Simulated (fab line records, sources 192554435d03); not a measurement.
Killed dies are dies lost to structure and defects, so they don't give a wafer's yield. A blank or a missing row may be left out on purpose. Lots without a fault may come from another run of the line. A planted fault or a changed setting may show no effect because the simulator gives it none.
fab line records | flow n5_finfet
record lots=5 wafers=15 last_day=16
route steps=1938 shown BEOL_M0_SAQP@652 BEOL_M4@1111 PASSIVATION@1936
lots that met no fault: from a run of the same line without faults
start_h: hours from the record's first day to the start of the lot's first wafer shown | wait_h: hours since the lot's step before | " the same as in the row above | L1.1+2: a row that stands for several wafers | - no value, or no start given | * or withheld: withheld | < > ~ a bound
route shown NAME@n: a module of which the file shows steps, and the number in the route of the first | usual: mean/standard deviation of fault-free wafers | same: alike in all rows | chamber/n: place in a boat | sites: the reading at each site | _std_site: their standard deviation | _edge_site: outer sites' mean less inner sites' | radius_mm: how far each site lies from the wafer's centre | mask NAME#n: copy n | behind: the tool/chamber that last shaped the wafer | hold: why the lot was held/for how many hours/how that ended | device: the transistor (n, p or np) that didn't switch | end of line: the same wafers' tests at the end of the route | a step without rows: its recipe alone | killed: dies lost to structure and defects at the first sort, not the wafer's yield | map: a wafer's dies, x killed, . not, _ none there
set.NAME: the setting as run; set.NAME@STEP: as run at that earlier step | model.NAME: the simulator's own value behind a step, which no gauge read
lots at some steps of the route; a table a step, a row a wafer
services: from which hour (start_h, from the record's first day; less than 0 if before it) a tool's chamber was out of use, for how many hours, and why
## steps
# step N5_BEOL_M0_SAQP_DESCUM_19
# recipe chemistry=O2 time_s=7.9 source_power_w=50 bias_power_w=20 pressure_mtorr=20 rf_frequency_hz=2.712e+07 temp_c=40 resist=CAR-ArF o2_flow_sccm=225
# usual drypump_motor_current_A=5.6/0.44 oes_product_au=0.77/0.083 rf_vpp_V=242.9/1.3 showerhead_plenum_p_Torr=2.07/0.069 throttle_valve_pct=20.46/0.29
# columns lot.wafer tool chamber start_h wait_h drypump_motor_current_A oes_product_au rf_hours_counter_h rf_vpp_V showerhead_plenum_p_Torr throttle_valve_pct
L907.1 rie_diel-02 1 160.25 0.0 5.9 0.85 62 241.4 2.04 20.20
L907.3 " 0 " " 6.0 0.75 168 242.7 2.06 20.66
L907.6 " 2 " " 5.8 0.67 - 242.2 2.04 20.00
L910.2 rie_diel-06 1 166.25 0.0 5.1 0.99 3 245.1 2.24 20.18
L910.5 " 0 " " 5.3 0.86 - 241.7 2.05 20.73
L910.6 " 3 " " 5.3 0.75 - 241.1 1.98 20.55
L911.1 rie_diel-06 1 179.66 0.0 5.1 0.97 9 247.1 2.23 20.18
L911.2 " 0 " " 5.3 0.85 56 242.0 2.05 20.73
L911.4 " 3 " " 5.3 0.74 - 242.1 1.98 20.55
L915.1 rie_diel-02 1 203.70 0.4 5.9 0.83 75 241.5 2.04 20.20
L915.3 " 3 " " 5.1 0.76 139 242.2 2.00 20.80
L915.5 " 2 " " 5.8 0.65 - 243.2 2.04 20.00
L916.2 rie_diel-04 3 212.75 0.0 5.3 0.70 219 244.9 2.16 20.31
L916.3 " 0 " " 5.6 0.96 3 242.7 2.08 20.63
L916.4 " 2 " " 6.2 0.68 232 245.1 2.16 20.90
# step N5_BEOL_M0_SAQP_ETCH_83
# recipe chemistry=CF4 target=SiARC target_depth_a=390 mask_material=CAR-ArF time_s=65 ion_energy_ev=80 pressure_mtorr=40 source_w=545 bias_w=36 Ar_flow_sccm=100 cf4_flow_sccm=100 ends=cleared
# usual drypump_motor_current_A=5.6/0.44 etch_rf_on_time_s=65.6/2.1 oes_product_au=0.65/0.068 rf_vpp_V=183.7/1.2 showerhead_plenum_p_Torr=2.13/0.06 throttle_valve_pct=15.71/0.28
# columns lot.wafer tool chamber start_h wait_h drypump_motor_current_A etch_rf_on_time_s oes_product_au rf_hours_counter_h rf_vpp_V showerhead_plenum_p_Torr throttle_valve_pct
L907.1 rie_diel-02 1 160.29 0.0 5.9 63.7 0.73 62 184.0 2.08 15.26
L907.3 " 0 " " 6.0 63.6 0.66 168 185.5 2.13 15.97
L907.6 " 2 " " 5.8 68.1 0.56 - 182.0 2.13 15.52
L910.2 rie_diel-06 1 166.29 0.0 5.1 66.8 0.81 3 185.1 2.28 15.33
L910.5 " 0 " " 5.4 65.6 0.72 - 183.3 2.10 15.73
L910.6 " 3 " " 5.3 62.5 0.65 - 182.4 2.07 15.97
L911.1 rie_diel-06 1 179.70 0.0 5.1 67.0 0.79 9 186.0 2.28 15.34
L911.2 " 0 " " 5.4 65.3 0.72 56 181.6 2.10 15.73
L911.4 " 3 " " 5.3 63.5 0.64 - 183.1 2.06 15.97
L915.1 rie_diel-02 1 203.74 0.0 5.9 62.6 0.72 75 183.2 2.08 15.30
L915.3 " 3 " " 5.1 64.0 0.66 139 183.5 2.08 16.10
L915.5 " 2 " " 5.8 67.7 0.56 - 183.4 2.12 15.58
L916.2 rie_diel-04 3 212.79 0.0 5.2 67.2 0.59 219 185.8 2.21 15.61
L916.3 " 0 " " 5.6 65.3 0.81 3 185.4 2.11 15.64
L916.4 " 2 " " 6.1 67.3 0.58 232 184.8 2.20 16.02
# step N5_BEOL_M0_SAQP_ETCH_84
# recipe chemistry=N2/H2 target=SOC target_depth_a=1000 overetch_a=200 mask_material=SiARC temp_c=40 time_s=150 ion_energy_ev=200 pressure_mtorr=30 source_w=840 bias_w=150 n2_flow_sccm=200 h2_flow_sccm=200
# usual drypump_motor_current_A=5.6/0.44 h2_flow_sccm=200.0/0.6 oes_product_au=0.69/0.067 rf_vpp_V=523.1/2.4 showerhead_plenum_p_Torr=2.52/0.083 throttle_valve_pct=17.9/0.31
# columns lot.wafer tool chamber start_h wait_h drypump_motor_current_A h2_flow_sccm oes_product_au rf_hours_counter_h rf_vpp_V showerhead_plenum_p_Torr throttle_valve_pct
L907.1 rie_diel-02 1 160.34 0.0 5.9 200.7 0.75 62 521.9 2.46 17.4
L907.3 " 0 " " 6.0 200.7 0.67 168 523.2 2.51 18.1
L907.6 " 2 " " 5.8 200.4 0.62 - 523.1 2.53 17.7
L910.2 rie_diel-06 1 166.34 0.0 5.2 199.6 0.86 3 528.1 2.73 17.7
L910.5 " 0 " " 5.4 200.0 0.76 - 522.9 2.48 18.0
L910.6 " 3 " " 5.3 200.2 0.66 - 519.3 2.44 18.2
L911.1 rie_diel-06 1 179.75 0.0 5.1 200.0 0.84 9 527.7 2.73 17.7
L911.2 " 0 " " 5.4 200.0 0.76 56 521.9 2.48 18.1
L911.4 " 3 " " 5.3 199.8 0.66 - 521.3 2.44 18.2
L915.1 rie_diel-02 1 203.79 0.0 5.9 199.7 0.73 75 521.0 2.46 17.5
L915.3 " 3 " " 5.0 200.2 0.69 139 519.7 2.43 18.2
L915.5 " 2 " " 5.8 201.2 0.60 - 522.6 2.52 17.7
L916.2 rie_diel-04 3 212.84 0.0 5.3 199.7 0.64 219 527.9 2.65 17.9
L916.3 " 0 " " 5.6 199.9 0.86 3 523.0 2.50 17.9
L916.4 " 2 " " 6.1 198.8 0.61 232 526.8 2.64 18.5
# step N5_BEOL_M0_SAQP_STRIP_80
# recipe chemistry=N2/H2 temp_c=40 n2_flow_sccm=200 h2_flow_sccm=200 rf_frequency_hz=6e+07
# step N5_BEOL_M0_SAQP_HM_OPEN_112
# recipe chemistry=CHF3/O2 target=SiO2 stop_on=a-Si target_depth_a=120 over_etch_frac=1.25 mask_material=SOC time_s=13.5 pressure_mtorr=30 source_w=650 bias_w=170 Ar_flow_sccm=200 CHF3_flow_sccm=50 O2_flow_sccm=5 ion_energy_ev=200 ends=end_point
# step N5_BEOL_M0_SAQP_STRIP_113
# recipe chemistry=CHF3/O2 resist=SiARC rf_frequency_hz=6e+07
# step N5_BEOL_M0_SAQP_MANDREL_ETCH_20
# recipe target_depth_a=600 chemistry=HBr/Cl2 target=a-Si stop_on=SiNx bt_time_s=10 mask_material=SOC over_etch_frac=0.5 time_s=30 pressure_mtorr=10 icp_w=800 bias_w=75 HBr_flow_sccm=150 Cl2_flow_sccm=80 ends=end_point
# step N5_BEOL_M0_SAQP_STRIP_86
# recipe chemistry=N2/H2 power_w=500 temp_c=40 pressure_mtorr=50 rf_frequency_hz=6e+07 overash_fraction=0.3 bias_power_w=28 h2_frac=0.5 n2_flow_sccm=300 h2_flow_sccm=300
# step N5_BEOL_M0_SAQP_STRIP_115
# recipe chemistry=post_etch_residue_remover time_s=60 temp_c=25 remover_ph=withheld remover_water_wt_pct=withheld remover_fluoride_wt_pct=withheld
# step N5_BEOL_M0_SAQP_SRD_93
# recipe dry=ipa_marangoni time_s=30 temp_c=23 rinse_liquid=diw
# step N5_BEOL_M0_SAQP_RECESS_114
# recipe chemistry=HF/NH3 target=SiO2 target_depth_a=144 afs_cycles=3 temp_c=30 sublimation_temp_c=180 sublimation_time_s=60
# usual drypump_motor_current_A=5.9/0.8
# columns lot.wafer tool chamber start_h wait_h drypump_motor_current_A
L907.1 vapor_etch-02 0 160.75 0.0 6.8
L907.3 " 0 " " 6.9
L907.6 " 0 " " 6.8
L910.2 vapor_etch-01 1 166.76 0.0 5.7
L910.5 " 1 " " 5.7
L910.6 " 0 " " 6.2
L911.1 vapor_etch-01 0 180.17 0.0 6.2
L911.2 " 1 " " 5.7
L911.4 " 1 " " 5.7
L915.1 vapor_etch-02 1 204.52 0.3 4.7
L915.3 " 0 " " 6.8
L915.5 " 0 " " 6.8
L916.2 vapor_etch-02 0 213.26 0.0 6.8
L916.3 " 1 " " 4.7
L916.4 " 0 " " 6.8
# step N5_BEOL_M0_SAQP_SPACER1_ALD_98
# recipe material=SiO2 target_thk_a=128 temp_c=300 ald_precursor_family=BDEAS ald_co_reactant=O2-plasma pulse_time_s=1 purge_time_s=2 co_reactant_purge_time_s=2 ald_cycles=138 pressure_torr=2
# step N5_BEOL_M0_SAQP_SPACER1_ETCHBACK_99
# recipe chemistry=CHF3/O2 mode=anisotropic_etchback target=SiO2 target_depth_a=154 time_s=7.7 pressure_mtorr=30 source_w=650 bias_w=170 Ar_flow_sccm=200 CHF3_flow_sccm=50 O2_flow_sccm=5 ion_energy_ev=200
# usual drypump_motor_current_A=5.6/0.48 oes_product_au=0.76/0.076 rf_vpp_V=526/15 showerhead_plenum_p_Torr=2.40/0.071 throttle_valve_pct=19.0/0.34
# columns lot.wafer tool chamber start_h wait_h drypump_motor_current_A oes_product_au rf_hours_counter_h rf_vpp_V showerhead_plenum_p_Torr throttle_valve_pct
L907.1 rie_diel-04 3 161.61 0.3 5.3 0.71 203 530 2.51 18.9
L907.3 " 2 " " 6.1 0.68 217 524 2.49 19.3
L907.6 " 3 " " 5.3 0.70 - 531 2.51 18.9
L910.2 rie_diel-06 3 168.74 0.3 5.3 0.75 160 510 2.31 19.2
L910.5 " 1 " " 5.1 0.97 - 546 2.57 18.7
L910.6 " 3 " " 5.3 0.74 - 512 2.31 19.2
L911.1 rie_diel-02 3 181.68 0.3 5.1 0.77 134 535 2.34 19.5
L911.2 " 0 " " 6.0 0.75 175 513 2.41 19.4
L911.4 " 0 " " 6.0 0.75 - 512 2.41 19.3
L915.1 rie_diel-06 2 207.12 0.3 4.8 0.92 10 516 2.48 18.6
L915.3 " 0 " " 5.3 0.82 67 529 2.34 19.0
L915.5 " 2 " " 4.8 0.91 - 516 2.48 18.6
L916.2 rie_diel-02 3 214.23 0.3 5.1 1.01 142 536 2.34 19.5
L916.3 " 1 " " 5.9 0.83 78 502 2.33 18.6
L916.4 " 2 " " 5.8 0.65 236 533 2.37 18.7
# step N5_BEOL_M0_SAQP_MANDREL1_REMOVE_100
# recipe chemistry=HBr/Cl2/O2 bt_time_s=10 target=a-Si stop_on=SiNx endpoint=OES-SiCl over_etch_frac=0.85 icp_w=600 bias_w=30 HBr_flow_sccm=150 Cl2_flow_sccm=80 O2_flow_sccm=5 pressure_mtorr=10
# usual HBr_flow_sccm=150.0/0.47 drypump_motor_current_A=5.7/0.44 he_backside_leak_sccm=2.72/0.28 mfc_cl2_sccm=80.01/0.26 oes_product_au=0.999/0.015 throttle_valve_pct=36.9/0.35
# same over_etch_frac=0.85
# columns lot.wafer tool chamber start_h wait_h HBr_flow_sccm drypump_motor_current_A he_backside_leak_sccm mfc_cl2_sccm oes_product_au rf_hours_counter_h throttle_valve_pct
L907.1 rie_si-01 0 161.70 0.1 149.6 5.5 2.79 79.81 0.973 30 36.8
L907.3 " 3 " " 150.2 5.1 2.62 80.07 0.987 171 36.9
L907.6 " 2 " " 149.5 5.9 2.57 80.36 1.018 - 36.7
L910.2 rie_si-06 2 168.86 0.1 149.8 5.8 2.31 79.93 0.984 6 36.6
L910.5 " 3 " " 150.7 6.7 2.48 80.35 0.995 - 36.6
L910.6 " 2 " " 149.4 5.7 2.29 79.98 0.993 - 36.6
L911.1 rie_si-04 0 181.76 0.1 149.5 5.9 2.87 80.35 0.989 149 37.6
L911.2 " 3 " " 149.8 6.1 3.00 79.88 1.026 135 36.8
L911.4 " 1 " " 149.6 5.5 3.17 79.79 1.007 68 36.7
L915.1 rie_si-06 2 207.20 0.1 150.1 5.7 2.26 79.84 0.993 7 36.6
L915.3 " 3 " " 149.5 6.7 2.42 79.98 1.002 27 36.6
L915.5 " 1 " " 150.1 5.6 2.78 80.16 1.023 - 36.3
L916.2 rie_si-04 0 214.32 0.1 150.2 5.9 2.83 80.04 0.990 149 37.6
L916.3 " 3 " " 149.4 6.1 3.16 80.10 1.019 136 36.8
L916.4 " 2 " " 151.0 5.1 2.60 80.47 1.005 128 36.9
# step N5_BEOL_M4_RC_MEAS_101
# usual DIBL_N=35.4/2.1 DIBL_P=34.8/2.6 IOFF_N=0.15/0.037 IOFF_P=0.19/0.037 ION_N=677/16 ION_P=462/9.3 SS_N=71.4/0.75 SS_P=72.9/0.77 VT_N=250/3.7 VT_P=-251/3.5
# columns lot.wafer tool chamber start_h wait_h DIBL_N[mV/V] DIBL_P[mV/V] IOFF_N[nA/um] IOFF_P[nA/um] ION_N[uA/um] ION_P[uA/um] SS_N[mV/dec] SS_P[mV/dec] VT_N[mV] VT_P[mV]
L907.1 prober-01 0 226.83 0.5 35.7 34.1 0.15 0.19 686 465 70.6 72.4 248 -251
L907.3 " 0 " " 40.9 40.4 0.25 0.29 703 473 71.5 75.2 244 -246
L907.6 " 0 " " 33.8 31.5 0.12 0.15 681 463 70.1 72.3 252 -254
L910.2 prober-01 0 231.49 0.8 37.8 36.2 0.17 0.22 672 460 71.9 73.0 250 -248
L910.5 " 0 " " 36.2 34.3 0.14 0.20 684 466 71.4 72.4 248 -249
L910.6 " 0 " " 36.7 34.1 0.15 0.20 675 460 71.2 72.7 247 -251
L911.1 prober-02 0 251.21 0.0 35.4 34.5 0.16 0.18 686 469 71.9 72.8 250 -249
L911.2 " 0 " " 36.9 36.9 0.18 0.22 691 473 71.5 73.6 247 -248
L911.4 " 0 " " 37.4 35.8 0.16 0.19 667 453 72.0 72.2 250 -251
L915.1 prober-02 0 260.65 0.0 36.6 35.0 0.14 0.18 642 445 71.3 73.3 252 -255
L915.3 " 0 " " 35.0 32.9 0.11 0.13 649 440 71.7 71.8 257 -259
L915.5 " 0 " " 38.2 37.5 0.18 0.20 656 450 72.4 73.2 252 -254
L916.2 prober-01 0 278.99 0.2 38.0 38.3 0.19 0.24 682 472 72.1 73.5 248 -247
L916.3 " 0 " " 34.9 35.8 0.13 0.20 669 461 71.0 73.3 251 -250
L916.4 " 0 " " 38.2 35.7 0.21 0.19 662 452 73.7 72.4 251 -252
# step N5_PASSIVATION_PROBE_49
# usual defect_limited_yield=90.5/1.7 killed_at_M0_to_M3=37/12 killed_at_M4_up=14/5.2 killed_at_contacts=12/5.9 killed_at_front_end=45/14 killed_at_other=3.5/2.8 killed_dies=112/21 killed_open=73/15 killed_short=36/8.9 sort_bin_5_function=5.6/1.2 sort_bin_6_memory=3.5/0.68 sort_bin_8_speed=0.01/0.1 sort_n_pass=1068/21 sort_yield_pct=90.5/1.8
# same gross_dies=1180 killed_at_back_side=0 sort_bin_4_leakage[%]=0
# columns lot.wafer tool chamber start_h wait_h defect_limited_yield[%] killed_at_M0_to_M3 killed_at_M4_up killed_at_contacts killed_at_front_end killed_at_other killed_dies killed_open killed_short sort_bin_5_function[%] sort_bin_6_memory[%] sort_bin_8_speed[%] sort_n_pass sort_yield_pct[%]
L910.2 prober-01 - 343.05 0.1 88.1 54 3 17 59 8 141 91 48 7.7 3.7 0 1039 88.1
L910.5 prober-01 - 343.20 0.2 88.5 35 15 24 61 1 136 97 35 8.0 3.3 0 1044 88.5
L910.6 prober-01 - 343.25 0.3 89.1 45 11 13 59 1 129 84 43 6.3 4.2 0 1051 89.1
L911.1 prober-02 - 361.08 0.0 90.2 24 24 11 55 2 116 69 45 5.7 4.0 0 1064 90.2
L911.2 prober-02 - 361.13 0.1 90.2 29 20 11 54 2 116 76 36 6.6 3.1 0 1064 90.2
L911.4 prober-02 - 361.23 0.2 88.1 39 30 15 54 3 141 96 43 6.9 4.5 0 1039 88.1
L916.2 prober-01 - 379.96 0.6 92.9 14 16 6 42 6 84 64 19 4.2 2.7 0 1096 92.9
L916.3 prober-01 - 380.01 0.7 90.0 30 9 7 66 6 118 82 33 5.2 4.3 0 1062 90.0
L916.4 prober-01 - 380.06 0.7 91.4 38 11 9 36 8 102 60 40 5.0 3.1 0 1078 91.4
# killed by level:class
L910.2 BEOL_M0_SAQP:geometric_particle:short=17 DUMMY_GATE:geometric_particle:open=14 MOL_CONTACT_COAG:geometric_particle:open=13 BEOL_M0_SAQP:geometric_particle:open=10 BEOL_M1:geometric_particle:open=9 STI_FIN_REVEAL:geometric_particle:open=8 GATE_CUT:geometric_particle:open=8 FIN_SAQP:geometric_particle:open=7
L910.5 MOL_CONTACT_COAG:geometric_particle:open=21 STI_FIN_REVEAL:geometric_particle:open=20 BEOL_M2:geometric_particle:open=13 BEOL_M3:geometric_particle:open=8 FIN_SAQP:geometric_particle:open=7 BEOL_M0_SAQP:geometric_particle:open=7 STI_FIN_REVEAL:geometric_particle:short=6 DUMMY_GATE:geometric_particle:open=6
L910.6 FIN_SAQP:geometric_particle:open=15 STI_FIN_REVEAL:geometric_particle:open=14 BEOL_M0_SAQP:geometric_particle:short=12 MOL_CONTACT_COAG:geometric_particle:open=10 BEOL_M0_SAQP:geometric_particle:open=10 FIN_SAQP:geometric_particle:short=7 BEOL_M1:geometric_particle:open=7 BEOL_M3:geometric_particle:open=6
L911.1 FIN_SAQP:geometric_particle:open=11 GATE_CUT:geometric_particle:open=10 BEOL_M0_SAQP:geometric_particle:open=10 FIN_SAQP:geometric_particle:short=9 BEOL_M4:geometric_particle:open=9 BEOL_M0_SAQP:geometric_particle:short=7 GATE_CUT:geometric_particle:short=6 MOL_CONTACT_COAG:geometric_particle:open=6
L911.2 FIN_SAQP:geometric_particle:open=14 MOL_CONTACT_COAG:geometric_particle:open=10 BEOL_M4:geometric_particle:open=10 GATE_CUT:geometric_particle:short=7 BEOL_M1:geometric_particle:open=6 BEOL_M2:geometric_particle:open=6 FIN_SAQP:geometric_particle:short=4 ILD0:geometric_particle:open=4
L911.4 BEOL_M4:geometric_particle:open=19 MOL_CONTACT_COAG:geometric_particle:open=13 FIN_SAQP:geometric_particle:open=10 STI_FIN_REVEAL:geometric_particle:open=10 GATE_CUT:geometric_particle:short=10 BEOL_M2:geometric_particle:open=9 BEOL_M0_SAQP:geometric_particle:short=8 FIN_SAQP:geometric_particle:short=6
L916.2 FIN_SAQP:geometric_particle:open=12 STI_FIN_REVEAL:geometric_particle:open=7 BEOL_M4:geometric_particle:open=6 STARTING-WAFER:geometric_particle:open=6 GATE_CUT:geometric_particle:short=4 MOL_CONTACT_COAG:geometric_particle:open=4 BEOL_M2:geometric_particle:open=4 BEOL_M3:geometric_particle:open=4
L916.3 STI_FIN_REVEAL:geometric_particle:open=32 FIN_SAQP:geometric_particle:open=7 BEOL_M3:geometric_particle:open=6 BEOL_M0_SAQP:geometric_particle:short=6 BEOL_M1:geometric_particle:open=6 STI_FIN_REVEAL:geometric_particle:short=5 BEOL_M2:geometric_particle:open=5 GATE_CUT:geometric_particle:open=4
L916.4 STI_FIN_REVEAL:geometric_particle:open=9 BEOL_M3:geometric_particle:open=8 MOL_CONTACT_COAG:geometric_particle:open=7 FIN_SAQP:geometric_particle:open=6 BEOL_M0_SAQP:geometric_particle:short=6 BEOL_M2:geometric_particle:open=6 BEOL_M0_SAQP:geometric_particle:open=5 PASS1_CAP:geometric_particle:short=5
## services
# columns tool chamber start_h hours kind
rie_diel-04 0 138.95 5.4 repair
rie_diel-06 1 140.33 - clean
rie_diel-06 1 140.33 - consumable_replace:focus_ring
rie_diel-06 1 140.33 - consumable_replace:showerhead
rie_diel-06 1 140.33 18.2 scheduled_down
rie_diel-06 1 140.33 18.2 vent_cycle
rie_si-06 3 152.88 15.1 repair
rie_diel-06 2 165.75 - clean
rie_diel-06 2 165.75 - consumable_replace:focus_ring
rie_diel-06 2 165.75 18.1 scheduled_down
rie_diel-06 2 165.75 18.1 vent_cycle
rie_diel-02 1 177.11 5.9 repair
rie_diel-06 1 184.00 81.3 repair
rie_diel-04 0 186.86 - clean
rie_diel-04 0 186.86 - consumable_replace:focus_ring
rie_diel-04 0 186.86 14.6 scheduled_down
rie_diel-04 0 186.86 14.6 vent_cycle
rie_si-04 - 190.95 0.1 repair
rie_diel-02 3 191.84 6.5 repair
rie_diel-04 2 198.53 2.8 repair
rie_si-06 0 198.68 6.8 repair
## key
first_sign step=N5_BEOL_M0_SAQP_SPACER1_ETCHBACK_99 reading=oes_product_au direction=up sigmas=3.3 usual=0.76 struck=1.01
effect none on later readings
met_at N5_BEOL_M0_SAQP_SPACER1_ETCHBACK_99
struck_wafers L916.2
onset_between 181.68 214.23
fault kind=process_parameter_drift tool=rie_diel-02 chamber=- onset_h=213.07 steps=N5_BEOL_M0_SAQP_SPACER1_ETCHBACK_99 channel=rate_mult offset=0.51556 shape=step end_h=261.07 scope=struck_wafers_only
